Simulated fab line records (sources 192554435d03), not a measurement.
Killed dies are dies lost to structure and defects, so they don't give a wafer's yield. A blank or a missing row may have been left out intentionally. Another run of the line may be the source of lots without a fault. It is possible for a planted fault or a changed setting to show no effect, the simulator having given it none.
Chamber matching | flow n5 finfet | N5_SDB_ALD_29 on ald sin-04 has 4 sister chambers
The step deposits SiNx, target thk 30 nm, pulse time 1 s, ald cycles 600. 16 wafers are shown with their chamber, then 8 later ones without.

WAFERS, EACH WITH ITS CHAMBER
wafer  | chamber | heater power w (W) | precursor pulse height rel
L074.2 | 3       | 887                | 0.987
L074.3 | 0       | 720                | 1.011
L074.4 | 2       | 903                | 0.991
L076.1 | 3       | 873                | 0.994
L076.2 | 1       | 830                | 0.990
L076.5 | 2       | 902                | 1.036
L079.2 | 0       | 714                | 1.006
L079.3 | 2       | 905                | 1.047
L079.6 | 1       | 813                | 1.027
L080.1 | 1       | 825                | 0.990
L080.3 | 0       | 711                | 0.994
L080.4 | 3       | 873                | 1.004
L084.1 | 2       | 882                | 0.985
L084.5 | 0       | 712                | 1.009
L084.6 | 1       | 856                | 0.998
L091.1 | 2       | 907                | 1.005

SIGNATURES, as means of the wafers listed above
reading                    | chamber 0 | chamber 1 | chamber 2 | chamber 3 | scatter within a chamber
heater power w             | 714.25    | 831.00    | 899.80    | 877.67    | 11.5
precursor pulse height rel | 1.00500   | 1.00125   | 1.01280   | 0.99500   | 0.0188
Rule: a wafer lies at a distance from a chamber equal to the root of the sum of squares, over the readings, of (its reading less the chamber's mean, divided by the reading's scatter). The wafer belongs to the nearest chamber; if the next one is less than 2 further off, it can't be placed. The scatter: take each reading less its chamber's mean, square it, sum over the shown wafers, divide by the number of wafers less the number of chambers, and take the root.

WAFERS WITH NO CHAMBER GIVEN
wafer  | heater power w (W) | precursor pulse height rel
L091.4 | 828                | 1.000
L091.5 | 876                | 0.975
L092.1 | 843                | 1.042
L092.2 | 921                | 0.998
L092.3 | 890                | 0.966
L095.2 | 790                | 1.002
L095.4 | 862                | 0.997
L095.6 | 844                | 1.030

THE CHAMBER EACH PASSED THROUGH
wafer  | from the rows above     | in truth
L091.4 | 1                       | 1
L091.5 | can't be placed: 3 or 2 | 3
L092.1 | can't be placed: 1 or 3 | 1
L092.2 | can't be placed: 2 or 3 | 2
L092.3 | can't be placed: 3 or 2 | 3
L095.2 | 1                       | 1
L095.4 | can't be placed: 3 or 1 | 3
L095.6 | can't be placed: 1 or 3 | 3
Placed correctly: 2 of 8. Unplaceable from these rows: 6, with the true chamber sitting among the candidates in 6. Number placed wrongly: 0.
